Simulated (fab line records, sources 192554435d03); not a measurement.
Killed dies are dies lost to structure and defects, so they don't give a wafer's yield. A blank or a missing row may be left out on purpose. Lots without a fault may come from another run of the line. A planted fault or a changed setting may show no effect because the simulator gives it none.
fab line records | flow n5_finfet
record lots=10 wafers=30 last_day=17
route steps=1938 shown BEOL_M8@1334 PASSIVATION@1936
lots that met no fault: from a run of the same line without faults
start_h: hours from the record's first day to the start of the lot's first wafer shown | wait_h: hours since the lot's step before | " the same as in the row above | L1.1+2: a row that stands for several wafers | - no value, or no start given | * or withheld: withheld | < > ~ a bound
route shown NAME@n: a module of which the file shows steps, and the number in the route of the first | usual: mean/standard deviation of fault-free wafers | same: alike in all rows | chamber/n: place in a boat | sites: the reading at each site | _std_site: their standard deviation | _edge_site: outer sites' mean less inner sites' | radius_mm: how far each site lies from the wafer's centre | mask NAME#n: copy n | behind: the tool/chamber that last shaped the wafer | hold: why the lot was held/for how many hours/how that ended | device: the transistor (n, p or np) that didn't switch | end of line: the same wafers' tests at the end of the route | a step without rows: its recipe alone | killed: dies lost to structure and defects at the first sort, not the wafer's yield | map: a wafer's dies, x killed, . not, _ none there
set.NAME: the setting as run; set.NAME@STEP: as run at that earlier step | model.NAME: the simulator's own value behind a step, which no gauge read
steps of the route over a sample of lots; a table a step, a row a wafer
services: from which hour (start_h, from the record's first day; less than 0 if before it) a tool's chamber was out of use, for how many hours, and why
## steps
# step N5_BEOL_M8_THK_MEAS_01
# recipe reads=SiCOH_lowk_of_BEOL_M8_ILD_DEP_00
# usual M8_ILD_THK=154.8/2.4
# columns lot.wafer tool chamber start_h wait_h M8_ILD_THK[nm]
L796.2 film_metro-02 - 205.14 0.4 151.5
L796.5 " - " " 154.2
L796.6 " - " " 158.5
L798.3 film_metro-02 - 206.10 0.3 153.4
L798.5 " - " " 152.1
L798.6 " - " " 152.5
L801.2 film_metro-02 - 234.11 0.4 156.0
L801.4 " - " " 153.8
L801.6 " - " " 156.6
L800.1 film_metro-01 - 234.41 0.4 149.4
L800.3 " - " " 154.3
L800.4 " - " " 153.6
L804.1 film_metro-01 - 257.98 0.4 154.2
L804.4 " - " " 155.9
L804.6 " - " " 157.7
L805.1 film_metro-02 - 264.92 0.4 155.5
L805.3 " - " " 154.8
L805.4 " - " " 157.4
L812.2 film_metro-02 - 312.25 0.7 152.8
L812.3 " - " " 153.0
L812.5 " - " " 156.5
L816.3 film_metro-02 - 328.23 0.3 154.0
L816.4 " - " " 154.7
L816.5 " - " " 157.7
L815.1 film_metro-01 - 328.45 0.4 153.2
L815.3 " - " " 154.2
L815.5 " - " " 156.9
L818.1 film_metro-01 - 348.60 0.8 151.6
L818.3 " - " " 153.9
L818.5 " - " " 156.6
# step N5_BEOL_M8_HM_DEP_02
# recipe material=TiN target_thk_a=200 temp_c=25 chamber_pressure_pa=0.49996
# usual throttle_valve_pct=29.6/1.1
# columns lot.wafer tool chamber start_h wait_h throttle_valve_pct
L796.2 pvd_sputter-03 - 205.50 0.3 28.0
L796.5 " - " " 31.5
L796.6 " - " " 31.3
L798.3 pvd_sputter-02 - 206.69 0.5 30.3
L798.5 " - " " 30.3
L798.6 " - " " 29.6
L801.2 pvd_sputter-03 - 234.24 0.1 29.5
L801.4 " - " " 31.4
L801.6 " - " " 28.1
L800.1 pvd_sputter-01 - 235.51 1.1 29.0
L800.3 " - " " 30.9
L800.4 " - " " 28.9
L804.1 pvd_sputter-03 - 258.58 0.6 31.6
L804.4 " - " " 28.1
L804.6 " - " " 29.5
L805.1 pvd_sputter-02 - 265.87 0.9 29.0
L805.3 " - " " 30.4
L805.4 " - " " 29.0
L812.2 pvd_sputter-01 - 312.83 0.5 30.9
L812.3 " - " " 28.7
L812.5 " - " " 30.8
L816.3 pvd_sputter-03 - 330.44 2.2 31.7
L816.4 " - " " 31.4
L816.5 " - " " 29.6
L815.1 pvd_sputter-03 - 330.54 2.0 29.5
L815.3 " - " " 28.1
L815.5 " - " " 29.6
L818.1 pvd_sputter-01 - 349.51 0.9 30.5
L818.3 " - " " 28.9
L818.5 " - " " 28.5
# step N5_BEOL_M8_ETCH_61
# recipe chemistry=CF4 target=SiARC target_depth_a=455 mask_material=CAR-ArF time_s=75.8 ion_energy_ev=80 pressure_mtorr=40 source_w=545 bias_w=36 Ar_flow_sccm=100 cf4_flow_sccm=100 ends=cleared
# usual drypump_motor_current_A=5.8/0.38 etch_rf_on_time_s=75.2/1.3 oes_product_au=0.70/0.066 rf_vpp_V=184.1/1.2 showerhead_plenum_p_Torr=2.15/0.074 throttle_valve_pct=15.49/0.15
# columns lot.wafer tool chamber start_h wait_h drypump_motor_current_A etch_rf_on_time_s oes_product_au rf_hours_counter_h rf_vpp_V showerhead_plenum_p_Torr throttle_valve_pct
L796.2 rie_diel-04 3 206.13 0.0 5.6 75.0 0.70 70 183.5 2.08 15.43
L796.5 " 0 " " 5.5 74.8 0.76 - 186.8 2.28 15.32
L796.6 " 2 " " 6.3 75.9 0.59 - 183.8 2.11 15.84
L798.3 rie_diel-04 0 207.19 0.0 5.6 74.5 0.76 34 185.0 2.28 15.32
L798.5 " 0 " " 5.6 73.6 0.77 - 186.6 2.28 15.31
L798.6 " 3 " " 5.5 74.0 0.71 - 182.4 2.08 15.42
L801.2 rie_diel-04 0 235.62 0.0 5.6 75.5 0.74 48 186.2 2.28 15.35
L801.4 " 3 " " 5.5 74.3 0.70 - 182.2 2.08 15.44
L801.6 " 0 " " 5.5 74.9 0.74 - 185.1 2.28 15.34
L800.1 rie_diel-04 0 237.75 0.0 5.6 75.0 0.74 49 184.8 2.28 15.33
L800.3 " 1 " " 5.7 75.5 0.64 195 184.1 2.22 15.60
L800.4 " 1 " " 5.7 75.7 0.63 - 184.9 2.22 15.58
L804.1 rie_diel-03 1 259.21 0.0 6.2 75.6 0.74 41 183.7 2.18 15.51
L804.4 " 3 " " 6.1 76.5 0.70 84 183.9 2.16 15.58
L804.6 " 0 " " 5.7 74.2 0.77 - 182.6 2.10 15.41
L805.1 rie_diel-03 1 266.49 0.0 6.2 75.7 0.73 44 186.1 2.18 15.49
L805.3 " 3 " " 6.1 77.3 0.69 87 184.5 2.16 15.58
L805.4 " 0 " " 5.7 74.2 0.76 31 184.9 2.10 15.41
L812.2 rie_diel-04 0 313.46 0.0 5.5 75.3 0.71 81 184.9 2.26 15.42
L812.3 " 2 " " 6.3 75.6 0.79 26 182.5 2.10 15.37
L812.5 " 1 " " 5.7 75.4 0.61 - 185.7 2.21 15.65
L816.3 rie_diel-03 0 331.15 0.0 5.7 73.6 0.73 54 183.3 2.10 15.44
L816.4 " 1 " " 6.2 75.8 0.72 65 183.8 2.17 15.53
L816.5 " 3 " " 6.1 76.5 0.67 - 184.9 2.15 15.62
L815.1 rie_diel-03 0 331.41 0.0 5.7 74.9 0.73 54 182.6 2.09 15.45
L815.3 " 3 " " 6.1 77.5 0.66 109 184.4 2.15 15.64
L815.5 " 0 " " 5.8 74.6 0.73 - 183.4 2.10 15.44
L818.1 rie_diel-02 3 350.13 0.0 6.3 75.6 0.83 6 184.3 2.19 15.08
L818.3 " 1 " " 5.6 72.3 0.75 41 185.4 2.26 15.36
L818.5 " 2 " " 5.9 75.6 0.60 - 182.8 2.03 15.75
# step N5_BEOL_M8_HM_OPEN_17
# recipe chemistry=Cl2/BCl3 target_depth_a=200 overetch_a=60 target=TiN mask_material=SOC ion_energy_ev=150 pressure_mtorr=10 icp_w=1000 bias_w=126 Cl2_flow_sccm=53.25 bcl3_flow_sccm=21.75 Ar_flow_sccm=25
# usual drypump_motor_current_A=6.0/0.39 oes_product_au=0.63/0.057 throttle_valve_pct=22.36/0.14
# columns lot.wafer tool chamber start_h wait_h drypump_motor_current_A oes_product_au rf_hours_counter_h throttle_valve_pct
L796.2 rie_metal-03 1 206.37 0.0 6.0 0.66 46 22.43
L796.5 " 1 " " 6.0 0.65 - 22.43
L796.6 " 0 " " 6.4 0.56 - 22.34
L798.3 rie_metal-01 0 207.46 0.1 5.4 0.62 - 22.44
L798.5 " 1 " " 6.2 0.68 - 22.42
L798.6 " 0 " " 5.4 0.62 - 22.42
L801.2 rie_metal-01 1 235.87 0.0 6.2 0.68 37 22.41
L801.4 " 1 " " 6.1 0.69 - 22.42
L801.6 " 0 " " 5.5 0.63 - 22.42
L800.1 rie_metal-01 1 238.00 0.0 6.2 0.66 37 22.43
L800.3 " 0 " " 5.4 0.62 - 22.44
L800.4 " 1 " " 6.2 0.68 - 22.42
L804.1 rie_metal-02 1 259.45 0.0 5.8 0.76 12 22.23
L804.4 " 1 " " 5.8 0.75 - 22.23
L804.6 " 0 " " 5.2 0.66 - 22.11
L805.1 rie_metal-03 0 266.73 0.0 6.4 0.55 107 22.37
L805.3 " 0 " " 6.4 0.56 - 22.35
L805.4 " 1 " " 6.0 0.64 - 22.44
L812.2 rie_metal-01 1 313.70 0.0 6.2 0.65 44 22.44
L812.3 " 0 " " 5.5 0.61 - 22.45
L812.5 " 1 " " 6.2 0.65 - 22.46
L816.3 rie_metal-01 0 331.42 0.1 5.4 0.62 - 22.43
L816.4 " 1 " " 6.2 0.65 - 22.43
L816.5 " 1 " " 6.2 0.66 - 22.44
L815.1 rie_metal-02 1 331.65 0.0 5.8 0.73 18 22.24
L815.3 " 1 " " 5.7 0.73 - 22.25
L815.5 " 1 " " 5.7 0.73 - 22.26
L818.1 rie_metal-03 0 350.37 0.0 6.4 0.81 1 21.75
L818.3 " 1 " " 6.0 0.62 - 22.48
L818.5 " 0 " " 6.4 0.81 - 21.72
# step N5_BEOL_M8_INSPECT_30
# recipe mode=adi inspect_instrument=brightfield
# usual raw_defect_count=420/85
# columns lot.wafer tool chamber start_h wait_h raw_defect_count
L796.2 defect_inspect-02 - 217.95 0.0 386
L796.5 " - " " 468
L796.6 " - " " 518
L798.3 defect_inspect-01 - 218.00 0.0 325
L798.5 " - " " 292
L798.6 " - " " 305
L801.2 defect_inspect-02 - 236.81 0.0 520
L801.4 " - " " 472
L801.6 " - " " 379
L800.1 defect_inspect-02 - 238.76 0.1 322
L800.3 " - " " 343
L800.4 " - " " 311
L804.1 defect_inspect-02 - 260.71 0.1 283
L804.4 " - " " 456
L804.6 " - " " 357
L805.1 defect_inspect-01 - 269.05 0.1 395
L805.3 " - " " 339
L805.4 " - " " 428
L812.2 defect_inspect-02 - 314.37 0.0 766
L812.3 " - " " 727
L812.5 " - " " 840
L815.1 defect_inspect-01 - 333.09 0.1 351
L815.3 " - " " 339
L815.5 " - " " 420
L816.3 defect_inspect-01 - 333.15 0.0 688
L816.4 " - " " 700
L816.5 " - " " 732
L818.1 defect_inspect-02 - 351.08 0.1 528
L818.3 " - " " 517
L818.5 " - " " 517
# step N5_PASSIVATION_PROBE_49
# usual defect_limited_yield=91.4/1.5 killed_at_M0_to_M3=32/9.8 killed_at_M4_up=15/5.6 killed_at_contacts=12/5.4 killed_at_front_end=40/13 killed_at_other=3.0/2.1 killed_dies=102/17 killed_open=67/13 killed_short=32/7.1 sort_bin_5_function=5.1/0.96 sort_bin_6_memory=3.2/0.7 sort_n_pass=1078/18 sort_yield_pct=91.3/1.5
# same gross_dies=1180 killed_at_back_side=0 sort_bin_4_leakage[%]=0 sort_bin_8_speed[%]=0
# columns lot.wafer tool chamber start_h wait_h defect_limited_yield[%] killed_at_M0_to_M3 killed_at_M4_up killed_at_contacts killed_at_front_end killed_at_other killed_dies killed_open killed_short sort_bin_5_function[%] sort_bin_6_memory[%] sort_n_pass sort_yield_pct[%]
L812.2 prober-02 - 393.88 0.1 88.1 19 80 3 36 3 141 42 27 6.9 3.7 1039 88.1
L812.3 prober-02 - 393.93 0.1 84.1 22 124 17 25 0 188 53 20 9.5 4.4 992 84.1
L812.5 prober-02 - 394.03 0.2 87.2 35 82 16 18 0 151 46 31 8.6 3.4 1029 87.2
L816.3 prober-02 - 408.93 0.1 84.7 28 113 5 29 5 180 41 31 9.7 3.2 1000 84.7
L816.4 prober-02 - 408.98 0.2 85.7 42 78 10 28 11 169 58 40 8.2 4.7 1011 85.7
L816.5 prober-02 - 409.03 0.2 82.3 46 92 14 56 1 209 79 47 10.9 4.3 971 82.3
# killed by level:class
L812.2 BEOL_M8:unspecified=72 FIN_SAQP:geometric_particle:short=6 BEOL_M2:geometric_particle:open=5 STI_FIN_REVEAL:geometric_particle:open=4 DUMMY_GATE:geometric_particle:open=4 ILD0:geometric_particle:short=4 GATE_CUT:geometric_particle:short=4 BEOL_M0_SAQP:geometric_particle:short=3
L812.3 BEOL_M8:unspecified=113 MOL_CONTACT_COAG:geometric_particle:open=13 FIN_SAQP:geometric_particle:open=7 STI_FIN_REVEAL:geometric_particle:open=5 BEOL_M2:geometric_particle:open=5 MOL_CONTACT_COAG:geometric_particle:short=4 BEOL_M0_SAQP:geometric_particle:short=4 BEOL_M0_SAQP:geometric_particle:open=4
L812.5 BEOL_M8:unspecified=71 MOL_CONTACT_COAG:geometric_particle:open=10 BEOL_M2:geometric_particle:open=9 BEOL_M1:geometric_particle:open=7 MOL_CONTACT_COAG:geometric_particle:short=6 BEOL_M3:geometric_particle:open=5 BEOL_M0:geometric_particle:open=4 BEOL_M1:geometric_particle:short=4
L816.3 BEOL_M8:unspecified=106 BEOL_M3:geometric_particle:open=7 GATE_CUT:geometric_particle:short=6 BEOL_M0_SAQP:geometric_particle:open=6 FIN_SAQP:geometric_particle:short=5 STI_FIN_REVEAL:geometric_particle:open=5 MOL_CONTACT_COAG:geometric_particle:open=5 BEOL_M0_SAQP:geometric_particle:short=5
L816.4 BEOL_M8:unspecified=70 BEOL_M3:geometric_particle:open=11 MOL_CONTACT_COAG:geometric_particle:open=7 BEOL_M0_SAQP:geometric_particle:open=7 BEOL_M0_SAQP:geometric_particle:short=7 FIN_SAQP:geometric_particle:open=6 FIN_SAQP:geometric_particle:short=6 BEOL_M2:geometric_particle:open=5
L816.5 BEOL_M8:unspecified=77 BEOL_M3:geometric_particle:open=15 MOL_CONTACT_COAG:geometric_particle:open=12 STI_FIN_REVEAL:geometric_particle:open=10 FIN_SAQP:geometric_particle:open=9 BEOL_M0_SAQP:geometric_particle:short=8 BEOL_M0_SAQP:geometric_particle:open=7 FIN_SAQP:geometric_particle:short=6
## services
# columns tool chamber start_h hours kind
rie_metal-03 - 196.00 0.4 repair
pvd_sputter-02 - 200.34 4.0 repair
rie_metal-02 - 203.10 2.8 pm
rie_diel-03 - 212.07 0.1 repair
rie_diel-04 2 216.41 - clean
rie_diel-04 2 216.41 - consumable_replace:focus_ring
rie_diel-04 2 216.41 23.9 scheduled_down
rie_diel-04 2 216.41 23.9 vent_cycle
rie_diel-02 1 219.16 - clean
rie_diel-02 1 219.16 - consumable_replace:focus_ring
rie_diel-02 1 219.16 - consumable_replace:showerhead
rie_diel-02 1 219.16 21.4 scheduled_down
rie_diel-02 1 219.16 21.4 vent_cycle
rie_diel-03 - 223.88 15.6 pm
rie_metal-03 1 230.89 8.2 repair
rie_diel-04 3 238.86 7.2 repair
rie_metal-03 - 256.46 0.2 repair
rie_diel-02 3 311.75 - clean
rie_diel-02 3 311.75 - consumable_replace:focus_ring
pvd_sputter-02 - 322.06 8.6 repair
rie_metal-03 0 328.34 - clean
rie_metal-03 0 328.34 15.6 scheduled_down
rie_metal-03 0 328.34 15.6 vent_cycle
rie_diel-02 0 349.30 4.2 repair
## key
first_sign step=N5_BEOL_M8_INSPECT_30 reading=raw_defect_count direction=up sigmas=3.8 usual=420 struck=742
effect step=N5_PASSIVATION_PROBE_49 reading=killed_at_M4_up direction=up sigmas=14 usual=15 struck=95
more_kills_born_at N5_BEOL_M8_HM_OPEN_17@rie_metal-01=509
met_at N5_BEOL_M8_HM_OPEN_17
struck_lots L812,L816
not_acting_at N5_BEOL_M8_THK_MEAS_01,N5_BEOL_M8_HM_DEP_02,N5_BEOL_M8_ETCH_61
onset_between 238.00 313.70
fault kind=chamber_particle_source tool=rie_metal-01 chamber=- onset_h=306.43 steps=N5_BEOL_M8_HM_OPEN_17 rate_per_visit_cm2=0.53996 end_h=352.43
